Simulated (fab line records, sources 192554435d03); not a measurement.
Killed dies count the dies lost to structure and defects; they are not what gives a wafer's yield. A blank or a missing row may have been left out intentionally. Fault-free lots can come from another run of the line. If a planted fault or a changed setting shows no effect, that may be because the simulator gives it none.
Split-lot study    flow n5-finfet    7 lots, 21 wafers read, on a route of 1938 steps

== THE SPLIT ==
At N5_SD_EPI_N_PEB_07 (peb time 60 s), the setting peb-temp-c was moved away from the recipe's 110 C on 6 of the 21 wafers read, by -2.2% to +2.1%. For the rest of the wafers, this setting stayed at what the recipe calls for.

== FROM THE SPLIT ON TO THE READING: in between, the file shows 1 step ==
- N5_SD_EPI_N_DEVELOP_08: develop time 30 s

== THE READING ==
cd-nm, in nm, at N5_SD_EPI_N_CD_MEAS_09 (target cd 120 nm). Typical for fault-free wafers on this fab line: 120.1 nm, with standard deviation 0.65 nm.

wafer   tool, chamber at the split  peb-temp-c as run, C  against the recipe  cd-nm, nm  against lot-mates on the recipe
L074.3  litho-track-04, 0           110                   recipe              119.8      -
L074.4  litho-track-04, 0           110                   recipe              120.3      -
L074.6  litho-track-04, 0           110                   recipe              119.8      -
L075.1  litho-track-04, 0           110                   recipe              120.7      -
L075.3  litho-track-04, 0           111.6                 +1.5%               124.6      +3.9
L075.4  litho-track-04, 0           111.6                 +1.5%               124.6      +3.9
L077.1  litho-track-03, 0           107.6                 -2.2%               113.8      -6.6
L077.3  litho-track-03, 0           107.6                 -2.2%               113.8      -6.6
L077.6  litho-track-03, 0           110                   recipe              120.4      -
L085.2  litho-track-04, 0           110                   recipe              121.0      -
L085.3  litho-track-04, 0           110                   recipe              119.7      -
L085.4  litho-track-04, 0           110                   recipe              119.7      -
L086.2  litho-track-03, 0           110                   recipe              120.0      -
L086.3  litho-track-03, 0           110                   recipe              119.9      -
L086.5  litho-track-03, 0           108.4                 -1.5%               115.7      -4.2
L089.1  litho-track-02, 0           110                   recipe              120.7      -
L089.4  litho-track-02, 0           110                   recipe              121.1      -
L089.6  litho-track-02, 0           110                   recipe              120.1      -
L093.1  litho-track-04, 0           112.3                 +2.1%               125.0      +6.0
L093.5  litho-track-04, 0           110                   recipe              119.6      -
L093.6  litho-track-04, 0           110                   recipe              118.5      -

FIT RESULTS
A straight line over all 21 wafers: cd-nm changes by +2.83 nm for each +1% of peb-temp-c; r = +0.98; the points scatter about the line by 0.62 nm.
The same after taking each lot's own level away (the mean of its wafers on the recipe; 21 wafers): +2.9 nm for each +1%; r = +0.99; scatter 0.38 nm.
According to that fit, moving peb-temp-c by its largest amount changes the reading by 6.3 nm.
Across the lots, their own levels run from 119.05 to 120.70 nm, a range of 2.5 times the standard deviation given above.
The two slopes are in agreement: the lot-to-lot level therefore moves the slope only a little.
Check: with one of the wafers moved furthest among these (-2.2%) left out of the fit, the line predicts -6.31 nm for it against its lot-mates. It came out at -6.6 nm against them.

== OTHER SPLITS APPLIED TO THESE WAFERS ==
These wafers also went through other splits before the reading. Each is held against what the fit with the lots' levels taken away leaves over:
other split on the same wafers         wafers away from the commonest value  r with cd-nm (lot level and that fit taken away)
N5_WELL_APT_EXPOSE_22 dose-mj          10                                    -0.21
N5_WELL_APT_DEVELOP_24 develop-time-s  6                                     -0.23
N5_FIN_SAQP_HM_DEP_03 time-s           7                                     +0.19
N5_FIN_SAQP_PECVD_47 time-s            9                                     -0.22

== THE WHOLE CHAIN: every reading that the file lists as answering this split, in the file's order ==
step                     what it does                                                 reading                                                          change (the file's fit)               r (the file's)
N5_SD_EPI_N_CD_MEAS_09   target cd 120 nm                                             cd-nm                                                            +2.88 nm for each +1% of the setting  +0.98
N5_SD_EPI_N_DESCUM_14    chemistry O2, time 7.9 s                                     SD_EPI_N.cd-nm (the simulator's own value, which no gauge read)  +2.86 nm for each +1% of the setting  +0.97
N5_SD_EPI_N_ETCH_35      etches SOC in N2/H2, overetch 108 nm, time 486 s             SD_EPI_N.cd-nm (the simulator's own value, which no gauge read)  +2.61 nm for each +1% of the setting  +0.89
N5_SD_EPI_N_ETCHBACK_44  etches SiNx in CH3F/O2, stops on SiO2, target depth 14.5 nm  SD_EPI_N.cd-nm (the simulator's own value, which no gauge read)  +2.66 nm for each +1% of the setting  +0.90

== THE FILE'S OWN FIT ==
cd-nm changes by +2.88 nm for each +1% of peb-temp-c, r = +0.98.
